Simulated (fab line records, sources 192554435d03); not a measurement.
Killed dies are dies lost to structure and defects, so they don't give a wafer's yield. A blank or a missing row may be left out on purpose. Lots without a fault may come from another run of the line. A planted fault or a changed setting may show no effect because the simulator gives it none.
Which tool did it? | flow n5_finfet | 12 lots, 36 wafers sampled, at 1 step of a route of 1938

WHAT THE GAUGES READ, wafer by wafer
N5_BEOL_M12_CD_MEAS_10: target cd 140 nm.
lot  | measured     | on        | cd_nm (nm)
L077 | day 11 23:05 | cd_sem-01 | 144.3 144.5 146.4
L079 | day 12 16:34 | cd_sem-01 | 143.0 144.5 143.0
L080 | day 12 20:20 | cd_sem-01 | 141.2 142.9 141.0
L074 | day 12 22:23 | cd_sem-03 | 142.1 141.5 141.2
L084 | day 13 14:53 | cd_sem-02 | 145.0 141.9 141.0
L085 | day 13 17:41 | cd_sem-03 | 146.1 142.7 142.8
L087 | day 15 05:35 | cd_sem-01 | 143.6 144.9 141.6
L089 | day 15 12:52 | cd_sem-03 | 144.4 144.4 143.2
L090 | day 15 23:43 | cd_sem-01 | 140.7 140.8 144.8
L093 | day 16 18:01 | cd_sem-02 | 139.1 140.9 138.5
L095 | day 17 03:35 | cd_sem-01 | 140.6 137.3 141.4
L097 | day 17 10:46 | cd_sem-01 | 140.3 142.1 138.3

WHICH TOOL RAN EACH LOT (tool, then ch and the chambers of the sampled wafers, then the start)
The record holds no process step before these readings.

THE ANSWER, worked out from the rows above alone
Rule: what is usual is taken from the lots themselves. Put in order of their means at a reading, lots are off if they are a third of the lots or fewer, leave a main group of 4 or more, and stand apart from it by a gap of 3 or more times the standard deviation of the main group's means; of several such gaps the widest counts. A main group whose means are all the same, to the digits that the tables above print for the reading, isn't used. A lot without any number at a reading at which 4 lots or more have one is off too. The other lots that the step has rows for count as sound.
No lot is off at any reading shown: from this, nothing can be told.

WHAT THE SIMULATOR HAD PUT IN
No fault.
